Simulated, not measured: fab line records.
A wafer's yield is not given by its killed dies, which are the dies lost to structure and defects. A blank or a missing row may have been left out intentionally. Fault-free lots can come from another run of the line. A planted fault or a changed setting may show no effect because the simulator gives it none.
What tool caused it?	flow n5 finfet	Sampling: 24 lots, 72 wafers, 6 of 1938 route steps

## WHAT EACH GAUGE READ, for each wafer
N5_BEOL_M5_OVL_MEAS_29. Usual: for V4_OVL the level is 0.2 nm and the standard deviation is 0.69.
lot	measured	on	V4_OVL (nm)	flag
L075	day 8 05:56	overlay-01	0.8 0.0 1.3	
L074	day 8 08:52	overlay-02	-0.7 -0.9 -1.0	
L077	day 8 16:34	overlay-02	0.8 0.1 1.0	
L076	day 8 16:23	overlay-01	0.5 0.5 0.6	
L078	day 9 12:29	overlay-02	1.0 1.2 0.2	
L079	day 9 15:07	overlay-02	-1.1 -0.3 -1.0	
L081	day 9 21:52	overlay-02	-0.8 0.3 0.2	
L082	day 10 05:44	overlay-02	0.8 1.0 0.5	
L080	day 10 09:04	overlay-01	2.3 0.0 0.5	
L083	day 10 19:33	overlay-01	0.3 0.7 -0.4	
L086	day 11 02:43	overlay-01	0.6 -0.1 0.2	
L084	day 11 05:09	overlay-02	-0.4 1.1 -0.2	
L085	day 11 05:35	overlay-02	0.8 0.4 0.8	
L087	day 11 11:11	overlay-02	0.4 0.0 -0.2	
L088	day 11 14:56	overlay-01	-0.2 0.1 0.5	
L089	day 12 01:14	overlay-01	0.8 -1.1 0.3	
L090	day 12 03:32	overlay-01	0.4 0.3 0.3	
L092	day 12 14:22	overlay-02	1.2 -0.2 -0.8	
L091	day 13 02:13	overlay-01	0.4 0.6 0.2	
L093	day 13 03:07	overlay-01	0.6 0.5 0.7	
L094	day 13 06:22	overlay-01	-0.1 -0.1 -0.5	
L095	day 13 16:04	overlay-02	1.0 1.2 1.6	
L096	day 13 19:50	overlay-02	0.8 0.4 0.3	
L097	day 14 16:04	overlay-01	-0.6 0.3 0.1	

N5_BEOL_M5_INSPECT_58: inspects for defects (darkfield). Usual: raw defect count 70, standard deviation 24.
lot	measured	on	raw defect count	flag
L075	day 8 15:35	defect inspect-01	53 61 67	
L074	day 8 18:23	defect inspect-02	60 36 28	
L077	day 9 00:31	defect inspect-02	108 90 110	
L076	day 9 00:20	defect inspect-01	42 63 52	
L078	day 9 21:02	defect inspect-01	56 47 85	
L079	day 9 23:52	defect inspect-01	76 53 53	
L081	day 10 07:44	defect inspect-02	59 43 39	
L082	day 10 14:07	defect inspect-01	43 79 79	
L080	day 10 17:35	defect inspect-02	63 42 56	
L083	day 11 04:41	defect inspect-02	54 48 64	
L086	day 11 10:26	defect inspect-01	84 65 69	
L084	day 11 12:34	defect inspect-02	48 69 135	
L085	day 11 13:29	defect inspect-02	78 51 67	
L087	day 11 19:11	defect inspect-02	76 54 75	
L088	day 11 22:42	defect inspect-02	67 63 81	
L089	day 12 09:58	defect inspect-02	44 72 95	
L090	day 12 12:19	defect inspect-02	59 47 95	
L092	day 12 22:16	defect inspect-01	60 100 44	
L091	day 13 09:43	defect inspect-02	87 65 47	
L093	day 13 10:50	defect inspect-01	68 85 57	
L094	day 13 14:20	defect inspect-02	72 115 49	
L095	day 14 00:10	defect inspect-01	91 131 155	
L096	day 14 03:16	defect inspect-02	40 62 70	
L097	day 14 23:43	defect inspect-01	107 80 93	

N5_BEOL_M6_CD_MEAS_11: target cd 38.5 nm. Usual: cd nm 38.7 nm, standard deviation 0.46.
lot	measured	on	cd nm (nm)	flag
L075	day 8 16:40	cd sem-03	38.3 38.5 38.8	
L074	day 8 23:26	cd sem-03	39.6 38.9 38.4	
L077	day 9 01:58	cd sem-03	38.7 39.2 39.1	
L076	day 9 01:47	cd sem-02	38.3 38.6 37.8	
L078	day 9 23:14	cd sem-01	38.3 38.8 38.7	
L079	day 10 02:11	cd sem-03	38.4 38.7 38.9	
L081	day 10 10:08	cd sem-01	38.6 39.3 39.0	
L082	day 10 16:25	cd sem-02	38.5 38.4 38.3	
L080	day 10 20:14	cd sem-01	39.0 38.7 38.1	
L083	day 11 06:51	cd sem-03	38.9 38.6 38.7	
L086	day 11 12:25	cd sem-03	38.0 38.4 38.3	
L084	day 11 15:56	cd sem-02	39.0 38.8 38.6	
L085	day 11 16:07	cd sem-01	38.9 38.6 38.8	
L087	day 11 23:16	cd sem-02	38.7 38.5 39.2	
L088	day 12 00:12	cd sem-02	37.8 37.4 38.4	
L089	day 12 11:19	cd sem-01	38.5 38.6 38.8	
L090	day 12 14:27	cd sem-01	39.1 39.4 38.6	
L092	day 13 00:49	cd sem-01	38.8 38.1 38.8	
L091	day 13 12:03	cd sem-01	37.8 38.5 38.6	
L093	day 13 12:29	cd sem-01	39.2 38.6 39.0	
L094	day 13 17:14	cd sem-01	39.0 39.5 38.8	
L095	day 14 02:16	cd sem-01	37.9 38.6 38.9	
L096	day 14 05:19	cd sem-03	38.0 37.9 38.8	
L097	day 15 02:15	cd sem-03	39.4 39.0 38.6	

## WHAT TOOL EACH LOT RAN ON (gives the tool, then ch and the chambers of the sampled wafers, and finally the start)
lot	N5_BEOL_M5_HM_OPEN_17	N5_BEOL_M5_CURE_80	N5_BEOL_M5_ANNEAL_82
L075	rie metal-01 ch 0,1, day 8 03:32	uv cure-03 ch 0, day 8 07:22	pvd sputter-03, day 8 11:16
L074	rie metal-01 ch 0,1, day 8 08:02	uv cure-02 ch 0, day 8 10:32	pvd sputter-02, day 8 14:07
L077	rie metal-03 ch 0,1, day 8 15:07	uv cure-03 ch 1, day 8 17:32	pvd sputter-01, day 8 20:16
L076	rie metal-02 ch 0,1, day 8 15:21	uv cure-03 ch 0, day 8 17:08	pvd sputter-03, day 8 20:05
L078	rie metal-01 ch 0,1, day 9 10:53	uv cure-01 ch 2, day 9 14:09	pvd sputter-01, day 9 16:44
L079	rie metal-03 ch 0, day 9 14:06	uv cure-01 ch 0, day 9 17:02	pvd sputter-03, day 9 19:34
L081	rie metal-03 ch 0,1, day 9 21:02	uv cure-01 ch 1, day 9 23:16	pvd sputter-03, day 10 03:26
L082	rie metal-01 ch 0,1, day 10 02:55	uv cure-02 ch 1, day 10 06:31	pvd sputter-03, day 10 08:52
L080	rie metal-01 ch 0,1, day 10 06:48	uv cure-02 ch 1, day 10 10:09	pvd sputter-03, day 10 13:18
L083	rie metal-01 ch 1, day 10 18:18	uv cure-02 ch 1, day 10 20:27	pvd sputter-02, day 11 00:23
L086	rie metal-01 ch 1, day 11 00:17	uv cure-01 ch 0, day 11 03:25	pvd sputter-02, day 11 06:10
L084	rie metal-01 ch 1, day 11 04:22	uv cure-03 ch 2, day 11 06:12	pvd sputter-01, day 11 08:18
L085	rie metal-01 ch 1, day 11 04:37	uv cure-01 ch 0, day 11 06:25	pvd sputter-03, day 11 09:13
L087	rie metal-03 ch 0,1, day 11 07:11	uv cure-01 ch 1, day 11 11:53	pvd sputter-01, day 11 14:27
L088	rie metal-02 ch 0,1, day 11 12:41	uv cure-03 ch 0, day 11 15:45	pvd sputter-03, day 11 18:26
L089	rie metal-03 ch 0,1, day 12 00:22	uv cure-01 ch 2, day 12 01:59	pvd sputter-02, day 12 05:02
L090	rie metal-01 ch 0,1, day 12 02:49	uv cure-01 ch 1, day 12 04:32	pvd sputter-03, day 12 07:07
L092	rie metal-02 ch 0,1, day 12 10:24	uv cure-02 ch 1, day 12 15:22	pvd sputter-02, day 12 17:35
L091	rie metal-02 ch 0,1, day 13 00:55	uv cure-01 ch 0, day 13 02:55	pvd sputter-02, day 13 05:20
L093	rie metal-02 ch 0,1, day 13 01:59	uv cure-01 ch 2, day 13 04:16	pvd sputter-03, day 13 06:34
L094	rie metal-02 ch 0,1, day 13 04:37	uv cure-03 ch 0, day 13 07:36	pvd sputter-01, day 13 09:55
L095	rie metal-03 ch 0,1, day 13 15:32	uv cure-02 ch 2, day 13 16:55	pvd sputter-02, day 13 19:10
L096	rie metal-01 ch 0, day 13 18:40	uv cure-01 ch 0, day 13 20:34	pvd sputter-01, day 13 23:00
L097	rie metal-03 ch 0,1, day 14 13:19	uv cure-01 ch 0, day 14 16:46	pvd sputter-02, day 14 19:24
- N5_BEOL_M5_HM_OPEN_17: chemistry Cl2/BCl3, target TiN, target depth 20 nm, overetch 6 nm.
- N5_BEOL_M5_CURE_80: cures SiCOH lowk, time 120 s.
- N5_BEOL_M5_ANNEAL_82: time 1800 s.

## WHAT THE TOOLS THEMSELVES READ (means of the sampled wafers that have a number; where no wafer has one, the mark that the record gives instead)
N5_BEOL_M5_HM_OPEN_17. Usual: drypump motor current A 5.9 A, standard deviation 0.45; mfc cl2 sccm 53.27 sccm, standard deviation 0.14; oes product au 0.62 a.u., standard deviation 0.096; throttle valve pct 22.44 %, standard deviation 0.22.
lot	tool	drypump motor current A (A)	mfc cl2 sccm (sccm)	oes product au (a.u.)	throttle valve pct (%)	flag
L075	rie metal-01	5.8	53.20	0.55	22.48	
L074	rie metal-01	6.1	53.59	0.56	22.57	
L077	rie metal-03	5.5	53.32	0.68	22.18	
L076	rie metal-02	5.7	53.20	0.55	22.56	
L078	rie metal-01	5.8	53.28	0.54	22.48	
L079	rie metal-03	6.2	53.32	0.71	22.45	
L081	rie metal-03	5.5	53.33	0.68	22.18	
L082	rie metal-01	6.1	53.24	0.55	22.59	
L080	rie metal-01	5.8	53.41	0.54	22.49	
L083	rie metal-01	6.4	53.12	0.56	22.70	
L086	rie metal-01	6.4	53.20	0.55	22.70	
L084	rie metal-01	6.4	53.30	0.55	22.69	
L085	rie metal-01	6.4	53.35	0.55	22.70	
L087	rie metal-03	5.8	53.15	0.69	22.33	
L088	rie metal-02	5.7	53.24	0.55	22.56	
L089	rie metal-03	5.5	53.26	0.66	22.20	
L090	rie metal-01	5.8	53.21	0.73	22.44	
L092	rie metal-02	5.7	53.21	0.73	22.31	
L091	rie metal-02	5.7	53.24	0.73	22.31	
L093	rie metal-02	5.7	53.23	0.73	22.30	
L094	rie metal-02	5.7	53.24	0.71	22.32	
L095	rie metal-03	5.5	53.28	0.66	22.20	
L096	rie metal-01	5.6	53.18	0.80	22.29	
L097	rie metal-03	5.4	53.33	0.66	22.20	

N5_BEOL_M5_CURE_80. Usual: lamp power pct 52.31 %, standard deviation 0.058; wafer_temp_C_max 371.7, standard deviation 0.49.
lot	tool	lamp power pct (%)	wafer_temp_C_max	flag
L075	uv cure-03	52.29	371.4	
L074	uv cure-02	52.35	372.1	
L077	uv cure-03	52.31	371.6	
L076	uv cure-03	52.27	371.8	
L078	uv cure-01	52.32	372.3	
L079	uv cure-01	52.31	372.1	
L081	uv cure-01	52.30	371.7	
L082	uv cure-02	52.36	371.3	
L080	uv cure-02	52.29	371.0	
L083	uv cure-02	52.37	371.5	
L086	uv cure-01	52.35	371.6	
L084	uv cure-03	52.27	372.5	
L085	uv cure-01	52.34	371.7	
L087	uv cure-01	52.36	371.6	
L088	uv cure-03	52.36	371.8	
L089	uv cure-01	52.33	371.5	
L090	uv cure-01	52.29	371.8	
L092	uv cure-02	52.28	370.9	
L091	uv cure-01	52.32	371.5	
L093	uv cure-01	52.27	372.0	
L094	uv cure-03	52.26	371.8	
L095	uv cure-02	52.36	371.1	
L096	uv cure-01	52.24	371.6	
L097	uv cure-01	52.33	372.0	

N5_BEOL_M5_ANNEAL_82. Usual: heater power w 832 W, standard deviation 110.
lot	tool	heater power w (W)	flag
L075	pvd sputter-03	829	
L074	pvd sputter-02	909	
L077	pvd sputter-01	756	
L076	pvd sputter-03	892	
L078	pvd sputter-01	726	
L079	pvd sputter-03	901	
L081	pvd sputter-03	986	
L082	pvd sputter-03	870	
L080	pvd sputter-03	1011	
L083	pvd sputter-02	907	
L086	pvd sputter-02	924	
L084	pvd sputter-01	734	
L085	pvd sputter-03	876	
L087	pvd sputter-01	725	
L088	pvd sputter-03	808	
L089	pvd sputter-02	822	
L090	pvd sputter-03	826	
L092	pvd sputter-02	832	
L091	pvd sputter-02	825	
L093	pvd sputter-03	885	
L094	pvd sputter-01	736	
L095	pvd sputter-02	832	
L096	pvd sputter-01	732	
L097	pvd sputter-02	816	

## THE ANSWER, worked out from the rows above alone
Rule: lot off if the mean of its wafers having a number is beyond 3 standard deviations from the usual mean. A lot without any number at a reading at which 4 lots or more have one is off too. All remaining lots with rows at the step are treated as sound. First the gauges in route order, then the tools' own readings, where a lot's mean is used as printed above. At the first step where some lot is off, the reading lying furthest off is the one used; lots without a number count as furthest.
No lot is off at any reading shown: from this, nothing can be told.

## WHAT WAS PUT IN BY THE SIMULATOR
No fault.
